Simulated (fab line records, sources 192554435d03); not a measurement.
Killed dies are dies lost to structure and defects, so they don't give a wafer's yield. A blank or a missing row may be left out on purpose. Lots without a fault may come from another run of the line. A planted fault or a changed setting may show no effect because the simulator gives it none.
Chamber matching | flow n5_finfet | N5_BEOL_M1_VIA_ETCH_34 on rie_diel-06: 4 sister chambers
The step etches the open film in C4F6/O2, target depth 67.8 nm, time 64.4 s. 4 wafers are shown with their chamber, then 7 later ones without.

WAFERS WITH THEIR CHAMBER
wafer  | chamber | showerhead_plenum_p_Torr (Torr)
L074.5 | 2       | 2.72
L086.5 | 3       | 2.71
L087.3 | 1       | 2.68
L087.4 | 0       | 2.75

WAFERS WITHOUT THEIR CHAMBER
wafer  | showerhead_plenum_p_Torr (Torr)
L087.6 | 2.68
L095.4 | 3.05
L095.5 | 3.05
L095.6 | 2.70
L097.2 | 2.74
L097.3 | 3.05
L097.5 | 2.70

WHICH CHAMBER EACH WENT THROUGH
wafer  | from the rows above               | in truth
L087.6 | can't be placed: 1 or 3 or 2 or 0 | 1
L095.4 | can't be placed: 0 or 2 or 3 or 1 | 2
L095.5 | can't be placed: 0 or 2 or 3 or 1 | 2
L095.6 | can't be placed: 3 or 1 or 2 or 0 | 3
L097.2 | can't be placed: 0 or 2 or 3 or 1 | 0
L097.3 | can't be placed: 0 or 2 or 3 or 1 | 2
L097.5 | can't be placed: 3 or 1 or 2 or 0 | 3
Placed correctly: 0 of 7. Can't be placed from these rows: 7 (the true chamber is among the candidates in 7). Placed wrongly: 0.
How it was worked out, from the rows above alone: a wafer's distance from a chamber is the root of the sum, over the readings, of the square of ((its reading less the chamber's mean) divided by the reading's scatter). The wafer belongs to the nearest chamber; if the next one is less than 2 further off, it can't be placed. A chamber's mean is the mean of its shown wafers. The scatter: with one shown wafer a chamber, the root of the mean of the squares of how far each hidden wafer lies from its nearest shown one.
